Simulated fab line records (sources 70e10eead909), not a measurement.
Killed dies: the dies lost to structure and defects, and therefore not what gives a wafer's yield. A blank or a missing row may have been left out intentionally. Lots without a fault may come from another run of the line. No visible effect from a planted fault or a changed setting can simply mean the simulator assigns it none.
fab line records    flow nandHarc
[record] lots = 11  wafers = 33  lastDay = 32
route steps=1302 shown P_CONTACT@238 P_M0@260 END@1302
lots that met no fault: from a run of the same line without faults
startH: hours from the record's opening day to when the first of the lot's shown wafers began    waitH: hours from the lot's prior step to this one    " same as the row above    L1.1+2: several wafers, shown together as one row    - no value, or no start was given    * or withheld: withheld    < > ~ a bound
route shown NAME@n: names a module that has steps shown in the file, with the first one's number in the route    usual: the fault-free wafers' mean and standard deviation    same: alike in all rows    chamber/n: place in a boat    sites: the reading at each site    _std_site: their standard deviation    _edge_site: outer sites' mean less inner sites'    radiusMm: how far each site lies from the wafer's centre    mask NAME#n: copy n    behind: the last tool/chamber to shape the wafer    hold: reason for holding the lot/hours on hold/outcome of the hold    device: whichever transistor did not switch (one of n, p or np)    end of line: at the end of the route, the tests of the same wafers    where a step has no rows: the recipe by itself    killed: dies lost to structure and defects at the first sort, not the wafer's yield    map: dies across one wafer; x = killed, . = not, _ = none there
set.NAME: the setting the step ran with; set.NAME@STEP: the setting that earlier step ran with    model.NAME: the simulator's own value behind a step, which no gauge read
steps of the route over a sample of lots; a table a step, a row a wafer
services: a tool's chamber out of use, with start hour (startH, from the record's first day; less than 0 if before it), hours out, and reason
[[steps]]
[step NHARC_P_CONTACT_ETCH_18]
[recipe] targetDepthA = 4810  timeS = 240.5  c4f8FlowSccm = 20  o2FlowSccm = 10  arFlowSccm = withheld  rfW = 600  biasW = 1500  chemistry = C4F8/O2/Ar
[usual] oesProductAu = 0.963/0.021  rfVppV = 980/5.4
lot.wafer  tool        chamber  startH  waitH  oesProductAu  rfHoursCounterH  rfVppV
L878.4     rieDiel-08  2        -       -      0.941         4.1              979
L878.2     "           0        "       "      0.921         4.4              977
L878.6     "           2        "       "      0.946         -                978
L879.2     rieDiel-08  2        -       -      0.986         4.7              977
L879.4     "           3        "       "      0.967         5.0              986
L879.6     "           2        "       "      0.989         -                979
L881.3     rieDiel-05  3        -       -      0.962         1.8              989
L881.4     "           1        "       "      0.955         2.7              971
L881.1     "           2        "       "      0.983         2.8              984
L882.1     rieDiel-03  3        -       -      0.924         1.4              972
L882.6     "           1        "       "      0.942         -                985
L882.5     "           2        "       "      0.935         -                976
L883.2     rieDiel-08  0        -       -      0.986         6.6              976
L883.6     "           0        "       "      0.992         -                976
L883.5     "           1        "       "      0.982         -                981
L891.3     rieDiel-03  3        -       -      0.932         3.5              974
L891.6     "           3        "       "      0.922         -                972
L891.5     "           0        "       "      0.932         -                976
L893.2     rieDiel-05  3        -       -      0.953         1.0              987
L893.4     "           1        "       "      0.946         -                970
L893.6     "           3        "       "      0.950         -                987
L894.1     rieDiel-05  1        -       -      0.961         1.6              971
L894.6     "           0        "       "      0.967         -                986
L894.4     "           1        "       "      0.959         -                970
L896.3     rieDiel-03  0        -       -      0.953         0.6              979
L896.1     "           3        "       "      0.978         0.7              973
L896.5     "           1        "       "      0.964         -                984
L897.4     rieDiel-03  1        -       -      0.978         1.0              986
L897.3     "           2        "       "      0.957         1.1              975
L897.5     "           2        "       "      0.960         -                975
L898.3     rieDiel-08  3        -       -      0.961         6.2              987
L898.6     "           1        "       "      0.986         -                980
L898.5     "           2        "       "      1.002         -                978
[step NHARC_P_M0_EXPOSE_06]
[recipe] na = 1.35  targetCdNm = 90  doseMj = 81.28  maskId = P_M0
[usual] exposureDoseMJCm2 = 81.19/0.088
lot.wafer  tool            chamber  startH  waitH  mask    exposureDoseMJCm2
L878.2     arfiScanner-03  0        125.55  -      P_M0#0  81.13
L878.4     "               0        "       "      P_M0#0  81.22
L878.6     "               0        "       "      P_M0#0  81.27
L879.2     arfiScanner-03  0        138.04  -      P_M0#0  81.19
L879.4     "               0        "       "      P_M0#0  81.12
L879.6     "               0        "       "      P_M0#0  81.21
L881.1     arfiScanner-03  0        151.60  -      P_M0#0  81.17
L881.3     "               0        "       "      P_M0#0  81.36
L881.4     "               0        "       "      P_M0#0  81.26
L882.1     arfiScanner-03  0        165.68  -      P_M0#0  81.31
L882.5     "               0        "       "      P_M0#0  81.24
L882.6     "               0        "       "      P_M0#0  81.34
L883.2     arfiScanner-03  0        170.47  -      P_M0#0  96.53
L883.5     "               0        "       "      P_M0#0  96.49
L883.6     "               0        "       "      P_M0#0  96.51
L891.3     arfiScanner-03  0        271.13  -      P_M0#0  93.41
L891.5     "               0        "       "      P_M0#0  93.44
L891.6     "               0        "       "      P_M0#0  93.51
L893.2     arfiScanner-02  0        279.81  -      P_M0#0  81.11
L893.4     "               0        "       "      P_M0#0  81.22
L893.6     "               0        "       "      P_M0#0  81.26
L894.1     arfiScanner-01  0        285.12  -      P_M0#0  81.19
L894.4     "               0        "       "      P_M0#0  81.17
L894.6     "               0        "       "      P_M0#0  81.20
L896.1     arfiScanner-01  0        302.68  -      P_M0#0  81.04
L896.3     "               0        "       "      P_M0#0  81.20
L896.5     "               0        "       "      P_M0#0  81.22
L897.3     arfiScanner-02  0        312.44  -      P_M0#0  81.15
L897.4     "               0        "       "      P_M0#0  81.24
L897.5     "               0        "       "      P_M0#0  81.26
L898.3     arfiScanner-01  0        324.73  -      P_M0#0  81.17
L898.5     "               0        "       "      P_M0#0  81.09
L898.6     "               0        "       "      P_M0#0  81.24
[step NHARC_P_M0_CD_MEAS_09]
[recipe] targetCdNm = 90  landingEnergyEv = 500
[usual] cdNm = 90.1/0.66
[same] landingEnergyEv = 500
lot.wafer  tool      chamber  startH  waitH  hold                     cdNm
L878.2     cdSem-03  0        125.69  -      -                        89.2
L878.4     "         0        "       "      -                        90.4
L878.6     "         0        "       "      -                        89.8
L879.2     cdSem-03  0        138.18  -      -                        90.2
L879.4     "         0        "       "      -                        89.7
L879.6     "         0        "       "      -                        89.4
L881.1     cdSem-02  0        151.74  -      -                        91.2
L881.3     "         0        "       "      -                        89.9
L881.4     "         0        "       "      -                        90.4
L882.1     cdSem-01  0        165.82  -      -                        90.4
L882.5     "         0        "       "      -                        90.3
L882.6     "         0        "       "      -                        90.4
L883.2     cdSem-02  0        170.61  -      awaitDispo/0.2h/release  100.9
L883.5     "         0        "       "      awaitDispo/0.2h/release  101.2
L883.6     "         0        "       "      awaitDispo/0.2h/release  99.9
L883.2     cdSem-02  0        -       -      -                        100.7
L883.5     "         0        "       "      -                        101.2
L883.6     "         0        "       "      -                        99.8
L891.3     cdSem-02  0        271.27  -      awaitDispo/0.2h/release  97.9
L891.5     "         0        "       "      awaitDispo/0.2h/release  100.0
L891.6     "         0        "       "      awaitDispo/0.2h/release  98.6
L891.3     cdSem-02  0        -       -      -                        97.7
L891.5     "         0        "       "      -                        99.7
L891.6     "         0        "       "      -                        98.1
L893.2     cdSem-01  0        279.95  -      -                        90.0
L893.4     "         0        "       "      -                        91.0
L893.6     "         0        "       "      -                        91.1
L894.1     cdSem-03  0        285.25  -      -                        90.7
L894.4     "         0        "       "      -                        90.6
L894.6     "         0        "       "      -                        90.7
L896.1     cdSem-01  0        302.82  -      -                        89.8
L896.3     "         0        "       "      -                        89.4
L896.5     "         0        "       "      -                        89.6
L897.3     cdSem-01  0        312.58  -      -                        90.0
L897.4     "         0        "       "      -                        90.5
L897.5     "         0        "       "      -                        90.0
L898.3     cdSem-03  0        324.87  -      -                        89.4
L898.5     "         0        "       "      -                        89.8
L898.6     "         0        "       "      -                        89.3
[step NHARC_P_M0_INSPECT_11]
[usual] rawDefectCount = 4.0/2.4
lot.wafer  tool              chamber  startH  waitH  rawDefectCount
L878.2     defectInspect-02  -        125.81  0.0    10
L878.4     "                 -        "       "      6
L878.6     "                 -        "       "      4
L879.2     defectInspect-01  -        138.30  0.0    4
L879.4     "                 -        "       "      3
L879.6     "                 -        "       "      2
L881.1     defectInspect-02  -        151.86  0.0    5
L881.3     "                 -        "       "      3
L881.4     "                 -        "       "      3
L882.1     defectInspect-01  -        165.94  0.0    4
L882.5     "                 -        "       "      7
L882.6     "                 -        "       "      5
L883.2     defectInspect-02  -        177.30  0.0    2
L883.5     "                 -        "       "      2
L883.6     "                 -        "       "      7
L891.3     defectInspect-02  -        275.54  0.0    4
L891.5     "                 -        "       "      2
L891.6     "                 -        "       "      0
L893.2     defectInspect-01  -        280.07  0.0    4
L893.4     "                 -        "       "      4
L893.6     "                 -        "       "      1
L894.1     defectInspect-01  -        285.38  0.0    5
L894.4     "                 -        "       "      5
L894.6     "                 -        "       "      7
L896.1     defectInspect-01  -        302.95  0.0    4
L896.3     "                 -        "       "      8
L896.5     "                 -        "       "      4
L897.3     defectInspect-02  -        312.72  0.0    8
L897.4     "                 -        "       "      1
L897.5     "                 -        "       "      3
L898.3     defectInspect-01  -        324.99  0.0    1
L898.5     "                 -        "       "      7
L898.6     "                 -        "       "      4
[step NHARC_P_M0_DESCUM_14]
[recipe] timeS = 3  o2FlowSccm = 200  arFlowSccm = 0  biasPowerW = 0  chemistry = O2
[usual] drypumpMotorCurrentA = 5.6/0.54  oesProductAu = 0.996/0.011  rfVppV = 57.7/0.87  showerheadPlenumPTorr = 1.91/0.1  throttleValvePct = 11.309/0.009
lot.wafer  tool        chamber  startH  waitH  drypumpMotorCurrentA  oesProductAu  rfHoursCounterH  rfVppV  showerheadPlenumPTorr  throttleValvePct
L878.2     rieDiel-13  2        125.88  0.1    5.7                   0.995         20               59.1    2.04                   11.316
L878.4     "           3        "       "      4.8                   1.008         21               56.5    1.82                   11.317
L878.6     "           2        "       "      5.7                   1.008         -                59.0    2.04                   11.293
L879.2     rieDiel-13  0        138.38  0.1    5.1                   0.998         23               59.5    1.78                   11.322
L879.4     "           1        "       "      5.7                   0.996         22               58.5    1.96                   11.306
L879.6     "           3        "       "      4.8                   0.990         -                56.5    1.81                   11.318
L881.3     rieDiel-02  1        151.93  0.1    5.3                   1.004         42               60.1    2.06                   11.308
L881.4     "           2        "       "      6.2                   1.000         39               57.6    2.01                   11.313
L881.1     "           3        "       "      5.3                   1.019         31               57.4    1.93                   11.304
L882.1     rieDiel-10  2        166.03  0.1    5.1                   1.000         32               56.6    1.79                   11.290
L882.6     "           3        "       "      6.8                   1.004         -                57.7    2.02                   11.294
L882.5     "           0        "       "      5.5                   1.018         -                57.9    2.01                   11.325
L883.2     rieDiel-10  2        177.38  0.1    5.1                   1.006         33               57.9    1.79                   11.308
L883.6     "           0        "       "      5.5                   1.005         -                57.3    2.01                   11.305
L883.5     "           1        "       "      6.5                   1.005         -                58.2    1.85                   11.302
L891.3     rieDiel-13  3        275.64  0.1    4.8                   0.988         15               56.7    1.81                   11.307
L891.5     "           1        "       "      5.7                   0.989         -                58.7    1.96                   11.306
L891.6     "           2        "       "      5.7                   0.983         -                57.8    2.03                   11.316
L893.2     rieDiel-13  0        280.15  0.1    5.1                   1.000         16               58.4    1.77                   11.303
L893.4     "           1        "       "      5.7                   0.986         16               58.2    1.96                   11.305
L893.6     "           2        "       "      5.7                   0.988         -                59.1    2.03                   11.303
L894.1     rieDiel-13  0        285.45  0.1    5.1                   0.997         16               59.5    1.77                   11.315
L894.4     "           1        "       "      5.7                   0.984         16               57.8    1.96                   11.308
L894.6     "           3        "       "      4.8                   0.996         -                57.7    1.81                   11.293
L896.3     rieDiel-13  0        303.01  0.1    5.1                   0.992         20               56.6    1.77                   11.325
L896.1     "           3        "       "      4.8                   0.985         20               56.8    1.81                   11.317
L896.5     "           1        "       "      5.7                   0.978         -                58.1    1.96                   11.326
L897.3     rieDiel-02  1        312.78  0.1    5.3                   1.001         25               60.0    2.04                   11.302
L897.4     "           3        "       "      5.3                   1.000         33               58.0    1.91                   11.312
L897.5     "           1        "       "      5.3                   0.990         -                57.9    2.04                   11.308
L898.3     rieDiel-02  3        325.05  0.1    5.3                   1.017         36               57.9    1.91                   11.316
L898.6     "           3        "       "      5.3                   1.012         -                58.4    1.91                   11.312
L898.5     "           0        "       "      6.0                   0.976         -                58.4    1.81                   11.329
[step NHARC_P_M0_CD_MEAS_16]
[usual] cdNm = 89.8/0.87
lot.wafer  tool      chamber  startH  waitH  hold                     cdNm
L878.2     cdSem-01  -        126.18  -      -                        88.4
L878.4     "         -        "       "      -                        91.0
L878.6     "         -        "       "      -                        89.1
L879.2     cdSem-02  -        138.67  -      -                        90.1
L879.4     "         -        "       "      -                        89.9
L879.6     "         -        "       "      -                        89.8
L881.1     cdSem-01  -        152.23  -      -                        91.4
L881.3     "         -        "       "      -                        88.9
L881.4     "         -        "       "      -                        90.2
L882.1     cdSem-02  -        166.32  -      -                        90.2
L882.5     "         -        "       "      -                        91.0
L882.6     "         -        "       "      -                        90.8
L883.2     cdSem-03  -        177.66  -      awaitDispo/0.2h/release  101.0
L883.5     "         -        "       "      awaitDispo/0.2h/release  100.9
L883.6     "         -        "       "      awaitDispo/0.2h/release  99.8
L883.2     cdSem-03  -        177.85  0.2    -                        101.1
L883.5     "         -        "       "      -                        100.9
L883.6     "         -        "       "      -                        99.7
L891.3     cdSem-02  -        275.93  -      awaitDispo/0.2h/release  97.3
L891.5     "         -        "       "      awaitDispo/0.2h/release  98.5
L891.6     "         -        "       "      awaitDispo/0.2h/release  97.0
L891.3     cdSem-02  -        276.11  0.2    -                        97.7
L891.5     "         -        "       "      -                        98.5
L891.6     "         -        "       "      -                        97.5
L893.2     cdSem-01  -        280.44  -      -                        89.5
L893.4     "         -        "       "      -                        90.2
L893.6     "         -        "       "      -                        90.7
L894.1     cdSem-03  -        285.74  -      -                        90.5
L894.4     "         -        "       "      -                        89.9
L894.6     "         -        "       "      -                        89.9
L896.1     cdSem-01  -        303.31  -      -                        90.3
L896.3     "         -        "       "      -                        88.6
L896.5     "         -        "       "      -                        89.5
L897.3     cdSem-01  -        313.08  -      -                        90.3
L897.4     "         -        "       "      -                        90.7
L897.5     "         -        "       "      -                        89.9
L898.3     cdSem-02  -        325.35  -      -                        90.3
L898.5     "         -        "       "      -                        89.3
L898.6     "         -        "       "      -                        90.0
[step NHARC_END_SORT_01]
[recipe] tempC = 25
[usual] defectLimitedYield = 91.2/1.8  killedAtArray = 55/12  killedAtOther = 1.0/1.2  killedAtPeriphery = 3.9/2.6  killedDies = 60/12  killedOpen = 3.3/1.9  killedShort = 2.5/1.8
[same] grossDies = 677
lot.wafer  tool       chamber  startH  waitH  defectLimitedYield[%]  killedAtArray  killedAtOther  killedAtPeriphery  killedDies  killedOpen  killedShort
L883.5     prober-02  0        603.89  3.7    94.1                   37             0              3                  40          5           3
L883.6     prober-02  0        604.70  4.0    92.9                   41             1              6                  48          5           3
L891.5     prober-02  0        717.71  3.7    92.2                   52             0              1                  53          4           1
// killed by level:class
L883.5 A_CHANNEL_HOLE_D2:chamberFilmFlake=25 A_BLC:geometricParticle:open=2 A_CHANNEL_HOLE_D1:chamberFilmFlake=2 P_CONTACT:geometricParticle:short=1 P_M0:geometricParticle:open=1 A_CHANNEL_HOLE_D1:geometricParticle:short=1 A_ONON_D2:geometricParticle:short=1 A_CHANNEL_FILL_D2:geometricParticle:open=1
L883.6 A_CHANNEL_HOLE_D2:chamberFilmFlake=24 P_CONTACT:geometricParticle:open=3 A_DECK1_JOINT:chamberFilmFlake=3 A_STAIRCASE:chamberFilmFlake=3 A_CONTACT:chamberFilmFlake=3 P_GATE:chamberFilmFlake=2 A_CHANNEL_FILL_D2:chamberFilmFlake=2 P_CONTACT:geometricParticle:short=1
L891.5 A_CHANNEL_HOLE_D1:chamberFilmFlake=24 A_CHANNEL_HOLE_D2:chamberFilmFlake=20 A_SLIT:chamberFilmFlake=2 P_M0:geometricParticle:open=1 A_ONON_D2:geometricParticle:short=1 A_CHANNEL_HOLE_D2:geometricParticle:open=1 A_BLC:geometricParticle:open=1 A_M0:geometricParticle:open=1
[[services]]
tool            chamber  startH  hours  kind
rieDiel-03      -        104.30  9.0    pm
rieDiel-05      3        111.32  11.1   repair
rieDiel-13      3        112.47  9.0    repair
rieDiel-03      2        114.87  2.6    repair
arfiScanner-03  -        115.85  1.4    repair
rieDiel-05      -        123.58  0.1    repair
rieDiel-02      1        130.47  6.3    repair
rieDiel-13      -        165.09  9.0    pm
rieDiel-08      1        170.52  16.8   repair
rieDiel-03      3        176.54  7.5    repair
rieDiel-05      0        190.28  3.3    repair
rieDiel-08      -        190.80  9.0    pm
rieDiel-05      -        195.86  0.9    repair
arfiScanner-03  -        196.00  4.0    pm
rieDiel-13      2        198.19  6.8    repair
rieDiel-03      -        202.97  1.0    repair
rieDiel-02      -        217.10  9.0    pm
rieDiel-05      -        229.60  9.0    pm
rieDiel-02      1        233.69  2.7    repair
arfiScanner-01  -        252.00  4.0    pm
rieDiel-02      -        256.02  0.2    repair
rieDiel-03      1        265.91  2.6    repair
rieDiel-05      2        269.35  35.1   repair
rieDiel-03      -        281.30  9.0    pm
[[key]]
[firstSign] step = NHARC_P_M0_EXPOSE_06  reading = exposureDoseMJCm2  direction = up  sigmas = 99+  usual = 81.19  struck = 94.98
[effect] step = NHARC_P_M0_CD_MEAS_09  reading = visit  direction = added  through = controlLoop
[effect] step = NHARC_P_M0_CD_MEAS_09  reading = cdNm  direction = up  sigmas = 15  usual = 90.1  struck = 99.8  through = controlLoop
[effect] step = NHARC_P_M0_CD_MEAS_16  reading = visit  direction = added  through = controlLoop
[effect] step = NHARC_P_M0_CD_MEAS_16  reading = cdNm  direction = up  sigmas = 11  usual = 89.8  struck = 99.1  through = controlLoop
metAt NHARC_P_M0_EXPOSE_06
struckLots L883,L891
[loopTrim] step = NHARC_P_M0_EXPOSE_06  setting = dose  lots = L891
notActingAt NHARC_P_CONTACT_ETCH_18,NHARC_P_M0_INSPECT_11,NHARC_P_M0_DESCUM_14
onsetBetween 165.68 170.47
[fault] kind = processParameterDrift  tool = arfiScanner-03  chamber = -  onsetH = 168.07  steps = NHARC_P_M0_EXPOSE_06  channel = doseMj  offset = 15.336  shape = step  actsIn = theseRecipesOnly  stated = 81.28
// loopTrim: a control loop set the setting to another value than it would have without faults
